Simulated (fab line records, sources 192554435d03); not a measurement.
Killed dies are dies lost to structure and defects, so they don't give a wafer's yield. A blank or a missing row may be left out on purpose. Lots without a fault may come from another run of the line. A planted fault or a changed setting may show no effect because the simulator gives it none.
Chamber matching | flow n5_finfet | N5_BEOL_M9_ETCH_65 on rie_diel-01: 4 sister chambers
The step etches SiARC in CF4, target depth 15.6 nm, time 26 s. 16 wafers are shown with their chamber, then 8 later ones without.

WAFERS WITH THEIR CHAMBER
wafer  | chamber | drypump_motor_current_A (A) | showerhead_plenum_p_Torr (Torr) | throttle_valve_pct (%)
L075.1 | 2       | 5.1                         | 2.25                            | 15.80
L075.3 | 3       | 5.9                         | 2.12                            | 15.66
L075.5 | 3       | 5.9                         | 2.12                            | 15.66
L080.1 | 1       | 6.4                         | 2.13                            | 15.84
L080.3 | 0       | 6.2                         | 2.04                            | 16.02
L080.5 | 0       | 6.2                         | 2.04                            | 16.03
L081.1 | 2       | 5.1                         | 2.24                            | 15.82
L081.3 | 0       | 6.2                         | 2.04                            | 16.03
L081.6 | 1       | 6.4                         | 2.13                            | 15.83
L082.2 | 0       | 6.2                         | 2.04                            | 16.04
L082.3 | 1       | 6.4                         | 2.13                            | 15.86
L082.5 | 1       | 6.4                         | 2.13                            | 15.85
L089.4 | 2       | 5.1                         | 2.24                            | 15.84
L089.5 | 3       | 6.0                         | 2.12                            | 15.18
L089.6 | 0       | 6.2                         | 2.04                            | 16.07
L094.1 | 3       | 5.9                         | 2.11                            | 15.21

SIGNATURES (means of the wafers above)
reading                  | chamber 0 | chamber 1 | chamber 2 | chamber 3 | scatter within a chamber
drypump_motor_current_A  | 6.200     | 6.400     | 5.100     | 5.925     | 0.025
showerhead_plenum_p_Torr | 2.0400    | 2.1300    | 2.2433    | 2.1175    | 0.00344
throttle_valve_pct       | 16.0380   | 15.8450   | 15.8200   | 15.4275   | 0.135
Rule: a wafer's distance from a chamber is the root of the sum, over the readings, of the square of ((its reading less the chamber's mean) divided by the reading's scatter). The wafer belongs to the nearest chamber; if the next one is less than 2 further off, it can't be placed. The scatter: the root of (the sum of the squares of (reading less its chamber's mean) over the shown wafers, divided by (wafers less chambers)).

WAFERS WITHOUT THEIR CHAMBER
wafer  | drypump_motor_current_A (A) | showerhead_plenum_p_Torr (Torr) | throttle_valve_pct (%)
L094.5 | 6.2                         | 2.04                            | 16.10
L094.6 | 5.9                         | 2.11                            | 15.21
L093.1 | 5.9                         | 2.11                            | 15.21
L093.4 | 6.4                         | 2.12                            | 15.89
L093.5 | 5.9                         | 2.11                            | 15.22
L097.1 | 6.4                         | 2.12                            | 15.91
L097.3 | 5.9                         | 2.11                            | 15.25
L097.5 | 5.9                         | 2.11                            | 15.25

WHICH CHAMBER EACH WENT THROUGH
wafer  | from the rows above | in truth
L094.5 | 0                   | 0
L094.6 | 3                   | 3
L093.1 | 3                   | 3
L093.4 | 1                   | 1
L093.5 | 3                   | 3
L097.1 | 1                   | 1
L097.3 | 3                   | 3
L097.5 | 3                   | 3
Placed correctly: 8 of 8. Can't be placed from these rows: 0. Placed wrongly: 0.
